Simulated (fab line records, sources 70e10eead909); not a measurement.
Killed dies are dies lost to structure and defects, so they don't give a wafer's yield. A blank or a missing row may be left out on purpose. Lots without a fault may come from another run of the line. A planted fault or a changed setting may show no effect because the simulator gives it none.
fab line records | flow nand_harc | part 2 of 2: steps 5 to 6 of 6
record lots=22 wafers=66 last_day=33
route steps=1302 shown A_CONTACT@1101 A_BLC@1125 A_M0@1150
lots that met no fault: from a run of the same line without faults
start_h: hours from the record's first day to the start of the lot's first wafer shown | wait_h: hours since the lot's step before | " the same as in the row above | L1.1+2: a row that stands for several wafers | - no value, or no start given | * or withheld: withheld | < > ~ a bound
route shown NAME@n: a module of which the file shows steps, and the number in the route of the first | usual: mean/standard deviation of fault-free wafers | same: alike in all rows | chamber/n: place in a boat | sites: the reading at each site | _std_site: their standard deviation | _edge_site: outer sites' mean less inner sites' | radius_mm: how far each site lies from the wafer's centre | mask NAME#n: copy n | behind: the tool/chamber that last shaped the wafer | hold: why the lot was held/for how many hours/how that ended | device: the transistor (n, p or np) that didn't switch | end of line: the same wafers' tests at the end of the route | a step without rows: its recipe alone | killed: dies lost to structure and defects at the first sort, not the wafer's yield | map: a wafer's dies, x killed, . not, _ none there
set.NAME: the setting as run; set.NAME@STEP: as run at that earlier step | model.NAME: the simulator's own value behind a step, which no gauge read
steps of the route over a sample of lots; a table a step, a row a wafer
services: from which hour (start_h, from the record's first day; less than 0 if before it) a tool's chamber was out of use, for how many hours, and why
## steps
# step NHARC_A_M0_ETCH_34
# recipe target_depth_a=400 overetch_a=120 time_s=43.94 ion_energy_ev=200 n2_flow_sccm=150 h2_flow_sccm=150 ar_flow_sccm=0 rf_w=400 bias_w=150 chemistry=N2/H2
# usual drypump_motor_current_A=5.7/0.42 oes_product_au=1.003/0.01 rf_vpp_V=431.2/2.7 showerhead_plenum_p_Torr=2.06/0.093 throttle_valve_pct=14.171/0.0086
# columns lot.wafer tool chamber start_h wait_h drypump_motor_current_A oes_product_au rf_hours_counter_h rf_vpp_V showerhead_plenum_p_Torr throttle_valve_pct
L074.3 rie_diel-09 0 528.00 0.1 5.6 1.002 1 432.5 2.14 14.179
L074.2 " 1 " " 5.4 0.978 1 431.2 2.05 14.168
L074.5 " 3 " " 6.1 0.987 - 430.0 2.08 14.169
L077.1 rie_diel-09 2 533.14 0.1 5.3 1.000 1 432.5 2.14 14.163
L077.2 " 0 " " 5.6 1.021 1 434.4 2.14 14.162
L077.5 " 2 " " 5.3 0.997 - 433.2 2.14 14.168
L075.1 rie_diel-09 2 534.01 0.1 5.3 0.993 1 431.9 2.14 14.151
L075.4 " 3 " " 6.2 0.995 1 431.7 2.08 14.163
L075.6 " 2 " " 5.3 0.989 - 431.4 2.14 14.179
L076.2 rie_diel-03 3 543.23 0.1 5.1 1.010 4 430.6 2.04 14.165
L076.4 " 0 " " 6.0 1.005 5 430.5 2.06 14.168
L076.5 " 1 " " 5.4 1.004 - 428.1 1.95 14.174
L078.2 rie_diel-03 0 560.17 0.1 6.0 1.011 6 430.8 2.06 14.186
L078.5 " 1 " " 5.4 1.017 - 427.9 1.95 14.166
L078.6 " 2 " " 5.8 1.016 - 434.7 2.16 14.167
L079.4 rie_diel-08 0 587.54 0.1 5.1 1.008 2 428.0 1.91 14.163
L079.3 " 1 " " 6.0 1.008 2 435.5 2.20 14.179
L079.5 " 0 " " 5.1 1.003 - 425.8 1.91 14.177
L081.4 rie_diel-03 3 601.16 0.1 5.2 0.997 7 430.9 2.03 14.179
L081.2 " 0 " " 6.0 1.009 9 432.4 2.05 14.171
L081.5 " 0 " " 6.0 1.003 - 429.8 2.05 14.168
L080.2 rie_diel-09 1 607.72 0.1 5.4 0.986 4 430.9 2.05 14.179
L080.3 " 3 " " 6.1 1.001 6 431.4 2.08 14.172
L080.5 " 2 " " 5.3 1.002 - 432.7 2.13 14.174
L084.1 rie_diel-03 0 616.46 0.1 6.0 1.003 9 431.0 2.05 14.169
L084.3 " 2 " " 5.8 1.014 9 433.3 2.16 14.183
L084.6 " 1 " " 5.4 1.014 - 427.6 1.95 14.177
L085.3 rie_diel-08 3 623.04 0.1 6.7 1.011 3 428.2 1.90 14.172
L085.4 " 1 " " 6.0 1.009 3 435.2 2.20 14.166
L085.5 " 3 " " 6.7 1.006 - 426.6 1.90 14.172
L082.2 rie_diel-08 3 626.73 0.1 6.7 0.987 4 426.3 1.90 14.166
L082.6 " 0 " " 5.1 0.996 - 426.2 1.91 14.161
L082.5 " 1 " " 5.9 0.990 - 433.9 2.20 14.181
L088.4 rie_diel-03 1 650.84 0.1 5.4 1.022 0 428.4 1.95 14.186
L088.1 " 2 " " 5.8 1.007 0 434.2 2.16 14.165
L088.5 " 1 " " 5.4 1.022 - 428.9 1.95 14.180
L087.1 rie_diel-09 0 653.68 0.1 5.6 1.004 8 433.6 2.14 14.167
L087.2 " 1 " " 5.4 0.991 7 430.7 2.05 14.156
L087.6 " 1 " " 5.4 0.997 - 432.1 2.05 14.167
L086.3 rie_diel-08 1 655.17 0.1 5.9 1.007 5 434.6 2.20 14.159
L086.4 " 0 " " 5.1 1.005 5 427.3 1.91 14.162
L086.6 " 1 " " 6.0 1.007 - 435.5 2.20 14.166
L089.1 rie_diel-03 2 663.86 0.1 5.8 1.008 0 434.2 2.16 14.174
L089.2 " 1 " " 5.4 1.033 0 428.5 1.95 14.171
L089.5 " 1 " " 5.5 1.024 - 427.5 1.95 14.179
L090.3 rie_diel-09 3 670.96 0.1 6.1 1.005 8 431.9 2.08 14.184
L090.1 " 0 " " 5.6 1.011 8 433.0 2.14 14.160
L090.4 " 0 " " 5.6 1.010 - 435.5 2.14 14.157
L093.2 rie_diel-08 0 698.16 0.1 5.1 0.994 8 426.8 1.91 14.178
L093.3 " 2 " " 6.0 0.999 8 432.6 2.11 14.178
L093.5 " 0 " " 5.1 1.015 - 426.6 1.91 14.175
L091.2 rie_diel-09 3 705.38 0.1 6.1 1.002 0 431.7 2.08 14.171
L091.5 " 2 " " 5.3 0.984 - 432.8 2.13 14.168
L091.6 " 3 " " 6.1 1.013 - 432.9 2.08 14.178
L094.1 rie_diel-08 1 710.74 0.1 5.9 1.004 9 434.4 2.20 14.174
L094.4 " 0 " " 5.1 0.999 - 425.0 1.91 14.157
L094.5 " 2 " " 6.0 1.007 - 431.7 2.11 14.178
L095.4 rie_diel-08 1 736.26 0.1 6.0 1.015 0 433.8 2.20 14.176
L095.1 " 0 " " 5.1 1.022 0 426.3 1.91 14.167
L095.5 " 2 " " 6.0 0.991 - 432.5 2.11 14.175
L096.1 rie_diel-09 1 738.67 0.1 5.4 0.995 2 430.9 2.05 14.181
L096.5 " 3 " " 6.1 1.012 - 431.4 2.08 14.168
L096.6 " 0 " " 5.6 1.014 - 434.4 2.14 14.175
L097.3 rie_diel-09 2 753.58 0.1 5.3 0.983 2 434.0 2.13 14.169
L097.4 " 3 " " 6.1 0.997 3 431.2 2.08 14.174
L097.1 " 0 " " 5.6 1.012 3 434.0 2.14 14.158
# step NHARC_A_M0_PVD_20
# recipe target_thk_a=50 bias_v=168.6 power_w=15000 chamber_pressure_pa=0.12 time_s=8.06 substrate_temp_c=50 material=TaN
# usual throttle_valve_pct=30.0/1
# columns lot.wafer tool chamber start_h wait_h throttle_valve_pct
L074.3 pvd_sputter-01 - - - 28.0
L074.2 " - " " 29.2
L074.5 " - " " 29.6
L077.1 pvd_sputter-01 - - - 29.4
L077.2 " - " " 27.8
L077.5 " - " " 31.5
L075.1 pvd_sputter-02 - - - 30.7
L075.4 " - " " 30.8
L075.6 " - " " 30.8
L076.2 pvd_sputter-01 - - - 31.6
L076.4 " - " " 29.2
L076.5 " - " " 28.2
L078.2 pvd_sputter-02 - - - 30.7
L078.6 " - " " 30.4
L078.5 " - " " 30.8
L079.3 pvd_sputter-03 - - - 30.0
L079.4 " - " " 30.2
L079.5 " - " " 29.8
L081.4 pvd_sputter-01 - - - 30.5
L081.2 " - " " 29.2
L081.5 " - " " 30.7
L080.2 pvd_sputter-02 - - - 31.2
L080.3 " - " " 29.9
L080.5 " - " " 30.9
L084.1 pvd_sputter-02 - - - 30.8
L084.3 " - " " 30.8
L084.6 " - " " 31.1
L085.4 pvd_sputter-03 - - - 27.5
L085.3 " - " " 30.9
L085.5 " - " " 27.2
L082.2 pvd_sputter-02 - - - 29.9
L082.5 " - " " 30.0
L082.6 " - " " 30.6
L088.1 pvd_sputter-03 - - - 27.4
L088.4 " - " " 30.2
L088.5 " - " " 30.0
L087.1 pvd_sputter-03 - - - 30.1
L087.2 " - " " 31.0
L087.6 " - " " 27.5
L086.4 pvd_sputter-03 - - - 30.4
L086.3 " - " " 29.9
L086.6 " - " " 30.3
L089.2 pvd_sputter-01 - - - 29.6
L089.1 " - " " 30.6
L089.5 " - " " 29.2
L090.3 pvd_sputter-03 - - - 30.1
L090.1 " - " " 27.2
L090.4 " - " " 29.9
L093.2 pvd_sputter-01 - - - 29.3
L093.3 " - " " 29.1
L093.5 " - " " 30.3
L091.2 pvd_sputter-01 - - - 29.2
L091.6 " - " " 29.4
L091.5 " - " " 30.2
L094.1 pvd_sputter-02 - - - 30.8
L094.4 " - " " 29.7
L094.5 " - " " 31.1
L095.1 pvd_sputter-01 - - - 29.3
L095.4 " - " " 29.4
L095.5 " - " " 29.1
L096.1 pvd_sputter-01 - - - 30.5
L096.6 " - " " 30.5
L096.5 " - " " 29.4
L097.3 pvd_sputter-01 - - - 30.2
L097.1 " - " " 29.7
L097.4 " - " " 29.4
## services
# columns tool chamber start_h hours kind
rie_diel-13 - 519.00 9.0 pm
rie_diel-08 2 534.20 7.6 repair
rie_diel-08 - 544.84 9.0 pm
rie_diel-09 1 556.23 34.9 repair
rie_diel-12 - 591.26 2.0 repair
rie_diel-08 0 592.38 3.8 repair
rie_diel-09 0 616.17 16.5 repair
rie_diel-12 - 622.69 9.0 pm
rie_diel-13 0 627.45 7.4 repair
rie_diel-03 - 635.34 9.0 pm
rie_diel-12 3 638.22 12.7 repair
rie_diel-03 0 652.62 26.1 repair
rie_diel-09 1 662.17 10.4 repair
rie_diel-09 - 674.43 9.0 pm
rie_diel-12 2 677.50 13.9 repair
rie_diel-12 1 678.13 6.6 repair
rie_diel-13 1 679.26 9.6 repair
rie_diel-13 2 688.12 7.1 repair
rie_diel-13 - 696.00 9.0 pm
rie_diel-08 3 705.08 11.6 repair
rie_diel-08 - 721.84 9.0 pm
rie_diel-08 1 737.37 3.7 repair
rie_diel-12 0 752.48 5.5 repair
rie_diel-09 - 754.51 1.9 repair
